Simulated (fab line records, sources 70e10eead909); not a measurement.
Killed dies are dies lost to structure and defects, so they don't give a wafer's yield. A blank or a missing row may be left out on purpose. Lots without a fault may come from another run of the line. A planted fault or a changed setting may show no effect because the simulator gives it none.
A struck lot beside a sound one | flow nand_harc | 24 steps out of a route of 1302
Sound: wafers L386.1, L386.4, L386.5. Struck: wafer L397.1. (L397.3, L397.4 of the same lot were not struck and are left out.) The cause comes at the end.
At each step with rows: each side's tool, then ch and its chambers, then its first start. Under that, the readings that differ: sound wafers | struck wafers | difference of the means | sigmas: that difference in standard deviations of wafers without a fault.
alike: readings whose means differ by less than 2 such deviations, and words and numbers that are the same on both sides. not compared: withheld readings, readings that some wafer has no value for, bounds like >300 that may hide the same value, and numbers for which the record gives no deviation and whose values overlap.
The two part at a step that has a row with sigmas, a row that says differs or no value, or rows on one side only. Numbers that don't overlap but have no deviation are shown without sigmas and don't part them. A reading that every wafer of one side lacks parts them only if that side has two wafers or more.

NHARC_P_M1_INSPECT_27:
  sound on defect_inspect-02, day 7 12:53; struck on defect_inspect-02, day 12 14:54
  alike: raw_defect_count
NHARC_P_M1_PRE_CLEAN_32: time 12 s.
  sound on pecvd-04 ch 0,1,2, day 7 12:56; struck on pecvd-01 ch 0, day 12 14:58
  alike: heater_power_w
NHARC_P_M1_DEP_33: deposits SiCN, target thk 30 nm.
  sound on pecvd-04 ch 0,1,2, day 7 13:01; struck on pecvd-01 ch 0, day 12 15:03
  alike: heater_power_w
then, 8 steps without rows for these wafers: NHARC_P_M2_DEP_00 (deposits SiOC, target thk 182.5 nm); NHARC_P_M2_DEHYDRATE_01 (time 120 s); NHARC_P_M2_HMDS_02 (time 30 s); NHARC_P_M2_COAT_34 (time 65 s); NHARC_P_M2_COAT_03 (resist thk 90 nm); NHARC_P_M2_SOFTBAKE_04 (time 55 s); NHARC_P_M2_EBR_05; NHARC_P_M2_EXPOSE_06 (exposes mask P M2, target cd 170 nm).
NHARC_P_M2_PEB_07: peb time 65 s.
  sound on litho_track-06 ch 0, day 7 14:20; struck on litho_track-04 ch 0, day 12 16:05
  alike: plate_temp_C
then, 1 step without rows for these wafers: NHARC_P_M2_DEVELOP_08 (develop time 35 s).
NHARC_P_M2_CD_MEAS_09: target cd 170 nm.
  sound on cd_sem-02 ch 0, day 7 14:25; struck on cd_sem-01 ch 0, day 12 16:10
  reading    | sound             | struck | difference | sigmas
  cd_nm (nm) | 170.0 170.2 170.8 | 173.2  | +2.9       | +5
NHARC_P_M2_OVL_MEAS_10: pitch 340 nm.
  sound on overlay-01, day 7 14:29; struck on overlay-01, day 12 16:14
  reading           | sound       | struck | difference | sigmas
  overlay_x_nm (nm) | 1.1 1.7 1.0 | -0.5   | -1.8       | -2
  alike: overlay_y_nm
NHARC_P_M2_INSPECT_11:
  sound on defect_inspect-02, day 7 14:32; struck on defect_inspect-01, day 12 16:17
  alike: raw_defect_count
NHARC_P_M2_DESCUM_14: chemistry O2, time 3 s.
  sound on rie_diel-03 ch 1,2, day 7 14:35; struck on rie_diel-05 ch 0, day 12 16:21
  reading               | sound             | struck | difference | sigmas
  model.P_M2.cd_nm (nm) | 170.1 170.6 171.7 | 173.4  | +2.6       |
  alike: drypump_motor_current_A, mfc_ar_sccm, oes_product_au, rf_vpp_V, showerhead_plenum_p_Torr, throttle_valve_pct
  not compared: rf_hours_counter_h
NHARC_P_M2_ETCH_35: etches the open film in N2/H2, target depth 40 nm, overetch 12 nm, time 43.94 s.
  sound on rie_diel-03 ch 1,2, day 7 14:41; struck on rie_diel-05 ch 3, day 12 16:26
  reading                     | sound       | struck | difference | sigmas
  drypump_motor_current_A (A) | 5.9 6.6 5.9 | 4.9    | -1.2       | -2
  alike: h2_flow_sccm, mfc_ar_sccm, oes_product_au, rf_vpp_V, showerhead_plenum_p_Torr, throttle_valve_pct
  not compared: rf_hours_counter_h
NHARC_P_M2_ETCH_15: etches the open film in C4F8/Ar, target depth 182.5 nm, time 91.2 s.
  sound on rie_diel-03 ch 1,2,3; struck on rie_diel-05 ch 1
  alike: oes_product_au, rf_vpp_V
  not compared: rf_hours_counter_h
NHARC_P_M2_CD_MEAS_16:
  sound on cd_sem-03, day 7 14:53; struck on cd_sem-01, day 12 16:39
  reading    | sound             | struck | difference | sigmas
  cd_nm (nm) | 169.8 170.5 171.8 | 173.4  | +2.7       | +4
NHARC_P_M2_STRIP_18: strips in N2/H2.
  sound on rie_diel-01 ch 0,2, day 7 15:00; struck on rie_diel-03 ch 3, day 12 16:45
  alike: drypump_motor_current_A, h2_flow_sccm, mfc_ar_sccm, oes_product_au, rf_vpp_V, showerhead_plenum_p_Torr, throttle_valve_pct
  not compared: rf_hours_counter_h
NHARC_P_M2_ETCH_28: etches the open film in CF4/N2, target depth 30 nm, time 72.99 s.
  sound on rie_diel-01 ch 2,3; struck on rie_diel-03 ch 2
  reading               | sound             | struck | difference | sigmas
  model.P_M2.cd_nm (nm) | 169.1 170.4 171.2 | 173.2  | +3.0       |
  alike: drypump_motor_current_A, mfc_ar_sccm, oes_product_au, rf_vpp_V, showerhead_plenum_p_Torr, throttle_valve_pct
  not compared: rf_hours_counter_h
then, 1 step without rows for these wafers: NHARC_P_M2_STRIP_19 (strips in post etch residue remover, time 600 s).
NHARC_END_SORT_01:
  the record has rows for the sound wafers here (prober-02 ch 0, day 25 12:02) and none for the struck ones

WHERE THEY PART
First at NHARC_P_M2_CD_MEAS_09; last, within this record, at NHARC_END_SORT_01.

WHY: what the simulator had put in
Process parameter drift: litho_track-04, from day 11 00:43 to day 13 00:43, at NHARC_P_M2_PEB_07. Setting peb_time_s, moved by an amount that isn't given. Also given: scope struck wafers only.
